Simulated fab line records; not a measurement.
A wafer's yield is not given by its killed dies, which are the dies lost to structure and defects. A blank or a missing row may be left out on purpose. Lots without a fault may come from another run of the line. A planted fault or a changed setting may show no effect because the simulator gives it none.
Matching of chambers | flow n5 finfet | 3 sister chambers for N5_BEOL_M5_CVD_47 on cvd co-01
The step deposits Co from CCTBA/H2, target thk 3 nm, time 216 s. 3 wafers are shown with their chamber, then 7 later ones without.

== WAFERS, EACH WITH ITS CHAMBER ==
wafer  | chamber | run length s (s)
L279.5 | 2       | 238.8
L280.1 | 0       | 238.7
L280.4 | 1       | 238.2

== WAFERS WITHOUT THEIR CHAMBER ==
wafer  | run length s (s)
L280.6 | 239.0
L283.1 | 239.8
L283.4 | 238.0
L283.5 | 238.5
L287.2 | 238.6
L289.2 | 239.3
L289.3 | 238.2

== WHICH CHAMBER EACH ONE RAN IN ==
wafer  | from the rows above          | in truth
L280.6 | can't be placed: 2 or 0 or 1 | 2
L283.1 | can't be placed: 2 or 0 or 1 | 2
L283.4 | can't be placed: 1 or 0 or 2 | 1
L283.5 | can't be placed: 0 or 1 or 2 | 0
L287.2 | can't be placed: 0 or 2 or 1 | 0
L289.2 | can't be placed: 2 or 0 or 1 | 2
L289.3 | can't be placed: 1 or 0 or 2 | 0
Correct placement for 0 of the 7. Cannot be placed on the basis of these rows: 7; the candidates contain the true chamber in 7. Placed wrongly: 0.
How it was worked out, from the rows above alone: a wafer's distance from a chamber is the root of the sum, over the readings, of the square of ((its reading less the chamber's mean) divided by the reading's scatter). The wafer belongs to the nearest chamber; if the next one is less than 2 further off, it can't be placed. Each chamber's mean is taken over the wafers shown for it. The scatter (one wafer shown for each chamber): square how far every hidden wafer sits from the nearest shown wafer, average those squares and take the square root.
